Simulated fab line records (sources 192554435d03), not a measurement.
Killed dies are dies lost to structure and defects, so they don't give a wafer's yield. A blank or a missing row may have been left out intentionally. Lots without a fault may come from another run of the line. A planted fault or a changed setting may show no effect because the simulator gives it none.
Chamber matching | flow n5 finfet | N5_BEOL_M0_SAQP_STRIP_75 on rie diel-02: 4 sister chambers
The step strips in CF4. 4 wafers are shown with their chamber, then 12 later ones without.

## WAFERS WITH THEIR CHAMBER
wafer  | chamber | showerhead plenum p Torr (Torr)
L083.5 | 0       | 1.86
L092.4 | 2       | 1.79
L092.5 | 1       | 1.76
L092.6 | 3       | 1.75

## WAFERS WITHOUT THEIR CHAMBER
wafer  | showerhead plenum p Torr (Torr)
L093.2 | 1.75
L093.3 | 1.76
L093.5 | 1.78
L095.1 | 1.76
L095.3 | 1.74
L095.5 | 1.74
L096.1 | 1.86
L096.5 | 1.85
L096.6 | 1.76
L097.1 | 1.78
L097.3 | 1.85
L097.5 | 1.76

## WHICH CHAMBER EACH WENT THROUGH
wafer  | from the rows above     | in truth
L093.2 | can't be placed: 3 or 1 | 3
L093.3 | can't be placed: 1 or 3 | 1
L093.5 | can't be placed: 2 or 1 | 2
L095.1 | can't be placed: 1 or 3 | 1
L095.3 | can't be placed: 3 or 1 | 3
L095.5 | can't be placed: 3 or 1 | 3
L096.1 | 0                       | 0
L096.5 | 0                       | 0
L096.6 | can't be placed: 1 or 3 | 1
L097.1 | can't be placed: 2 or 1 | 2
L097.3 | 0                       | 0
L097.5 | can't be placed: 1 or 3 | 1
Placed correctly: 3 of 12. Not placeable from these rows: 9 (in 9, the candidates include the true chamber). Placed wrongly: 0.
How it was worked out, from the rows above alone: a wafer's distance from a chamber is the root of the sum, over the readings, of the square of ((its reading less the chamber's mean) divided by the reading's scatter). The wafer belongs to the nearest chamber; if the next one is less than 2 further off, it can't be placed. For every chamber, the mean is computed from those of its wafers that are shown. The scatter (one wafer shown for each chamber): square how far every hidden wafer sits from the nearest shown wafer, average those squares and take the square root.
